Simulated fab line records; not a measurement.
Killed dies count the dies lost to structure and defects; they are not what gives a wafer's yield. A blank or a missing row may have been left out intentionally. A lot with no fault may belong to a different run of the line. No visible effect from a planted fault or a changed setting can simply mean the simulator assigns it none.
Problem report in the 8D (eight disciplines) form, filled by code || flow n5 finfet || the parts of the form that need people (team, actions taken, sign-off) are left out

## 1. WHAT IS WRONG
At N5_PASSIVATION_PROBE_49, killed at contacts averages 160 over 2 wafers from 2 lots, while fault-free wafers read 13, standard deviation 6. That is +24 standard deviations from the usual mean.
First seen on wafer L443.1, day 17 05:23, on prober-02. At this step, 8 wafers from 3 lots have a number in the record. Rule for "out" (also "out of limits"): further than 4 standard deviations from the usual mean. All remaining wafers that have a number are taken as sound.

## 2. WHAT THIS IS AND IS NOT
{"question": "which readings at this step", "is": "killed at contacts, killed dies", "is not": "killed_at_M0_to_M3, killed_at_M4_up, killed at front end, killed at other, killed open, killed short"}
{"question": "which lots", "is": "L441, L443", "is not": "L442"}
{"question": "which wafers of those lots", "is": "L441.5, L443.1", "is not": "L441.3, L441.4, L443.3, L443.5"}
{"question": "read on which tools", "is": "prober-01, prober-02", "is not": "-"}
{"question": "when", "is": "from day 17 05:23", "is not": "up to then (0 sound wafers); but 6 sound wafers of L441, L442, L443 came after"}

## 3. WHAT RULES OUT EACH SUSPECT
Counting: if a tool at a process step up to the reading ran every lot that is out, it stays a suspect. Sound lots after the first of them don't rule it out here, since some wafers of a struck lot are sound.
- pvd sputter-01 at N5_MOL_CONTACT_COAG_SPUTTER_143 (material Co, target thk 2.5 nm): kept. It ran every lot that is out, first L441 (day 8 02:01).
Remaining after the count: pvd sputter-01 at N5_MOL_CONTACT_COAG_SPUTTER_143.

## 4. THE CAUSE (what the simulator had put in)
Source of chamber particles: pvd sputter-01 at N5_MOL_CONTACT_COAG_SPUTTER_143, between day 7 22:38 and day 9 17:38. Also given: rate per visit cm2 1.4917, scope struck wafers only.
The count eliminated every tool but this one.

## 5. THE CHAIN OF EFFECTS, in route order
Each row: a reading where the mean over the struck wafers with a number is more than 3 standard deviations away from the usual. Only readings for which the record gives a usual standard deviation are gone through. hours: the time from each lot's start at the first step in this table that gives one to its start at this step, as a median over the lots. sigmas: the change in usual standard deviations.
{"hours": 0, "step": "N5_PASSIVATION_PROBE_49", "reading": "killed at contacts", "usual": 13, "on struck wafers": 160, "change": "+147", "sigmas": "+24"}
{"hours": 0, "step": "N5_PASSIVATION_PROBE_49", "reading": "killed dies", "usual": 104, "on struck wafers": 246, "change": "+142", "sigmas": "+7.4"}
The process steps in it:
- N5_PASSIVATION_PROBE_49

## 6. WHAT WOULD HAVE CAUGHT IT SOONER
First out-of-limits reading in this record: day 17 05:23, which is 223 hours after fault onset at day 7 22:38.
An alarm limit of 4 standard deviations would not have fired on the tool readings at N5_MOL_CONTACT_COAG_SPUTTER_143 for which the record gives a usual standard deviation, since none of them was out on any struck wafer.
By day 17 05:23 the whole set of lots that are out, 2 in number, had already begun N5_MOL_CONTACT_COAG_SPUTTER_143 on pvd sputter-01. None of them would have been spared by holding the tool at that moment.
